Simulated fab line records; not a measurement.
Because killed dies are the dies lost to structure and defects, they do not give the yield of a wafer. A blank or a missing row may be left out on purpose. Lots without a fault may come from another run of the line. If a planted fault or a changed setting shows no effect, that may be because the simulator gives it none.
Comparing a struck lot with a sound one -- flow n5_finfet -- 16 out of 1938 route steps
Sound: these wafers, L735.1, L735.3, L735.6. Struck: wafers L742.3, L742.5 (left out: L742.4, a lot-mate that was not struck); the cause follows at the end.
Each step with rows lists, per side, the tool, then ch with its chambers, then its first start. Under that, the readings that differ: sound wafers -- struck wafers -- difference of the means -- sigmas: that difference in standard deviations of wafers without a fault.
alike: words and numbers the same on both sides, and readings whose means are apart by under 2 such deviations; not compared: readings that were withheld, readings missing a value for some wafer, numbers with overlapping values and no deviation given by the record, and bounds like >300 which may hide the same value.
The two part at a step that has a row with sigmas, a row that says differs or no value, or rows on one side only. When numbers do not overlap yet have no deviation, they are printed without sigmas and do not part them. A reading missing from all wafers of one side parts the sides only when that side holds two or more wafers.

first, 9 steps without rows for these wafers: N5_BEOL_M2_COAT_05 (resist thk 30 nm); N5_BEOL_M2_EBR_07; N5_BEOL_M2_SOFTBAKE_06 (time 60 s); N5_BEOL_M2_EXPOSE_08 (exposes mask M2); N5_BEOL_M2_PEB_09 (peb time 60 s); N5_BEOL_M2_DEVELOP_10 (develop time 30 s); N5_BEOL_M2_DESCUM_16 (chemistry O2, time 7 s); N5_BEOL_M2_ETCH_74 (etches underlayer in N2/H2, target depth 6.5 nm, time 5.2 s); N5_BEOL_M2_ETCH_63 (etches SiARC in CF4, target depth 15.6 nm, time 26 s).
N5_BEOL_M2_ETCH_64: etches SOC in N2/H2, target depth 75 nm, overetch 22.5 nm, time 121.9 s.
  sound on rie_diel-03 ch 0,1,3, day 9 22:23; struck on rie_diel-03 ch 0,1, day 11 05:04
reading,sound,struck,difference,sigmas
model.SiARC_of_BEOL_M2_COAT_62.thk_nm (nm),6.4 6.4 6.4,5.8 5.8,-0.6,
  alike: drypump_motor_current_A, n2_flow_sccm, oes_product_au, rf_vpp_V, showerhead_plenum_p_Torr, throttle_valve_pct
  not compared: rf_hours_counter_h
then, 3 steps without rows for these wafers: N5_BEOL_M2_STRIP_65 (strips in N2/H2); N5_BEOL_M2_STRIP_75 (strips in N2/H2); N5_BEOL_M2_STRIP_66 (strips in CF4).
N5_BEOL_M2_HM_OPEN_17: chemistry Cl2/BCl3, target TiN, target depth 20 nm, overetch 6 nm.
  sound on rie_metal-03 ch 0,1, day 9 22:34; struck on rie_metal-03 ch 0,1, day 11 05:16
reading,sound,struck,difference,sigmas
model.etch.depth_nm (nm),19.62 19.57 19.39,19.19 19.26,-0.30,
  alike: drypump_motor_current_A, oes_product_au, throttle_valve_pct
  not compared: rf_hours_counter_h
then, 1 step without rows for these wafers: N5_BEOL_M2_STRIP_19 (strips in O2).
N5_BEOL_M4_RC_MEAS_101:
  sound on prober-01 ch 0, day 11 16:47; struck on prober-02 ch 0, day 12 21:16
  alike: DIBL_N, DIBL_P, IOFF_N, IOFF_P, ION_N, ION_P, SS_N, SS_P, VT_N, VT_P

WHERE THEY PART
Nowhere in this record.

WHY: what the simulator had put in
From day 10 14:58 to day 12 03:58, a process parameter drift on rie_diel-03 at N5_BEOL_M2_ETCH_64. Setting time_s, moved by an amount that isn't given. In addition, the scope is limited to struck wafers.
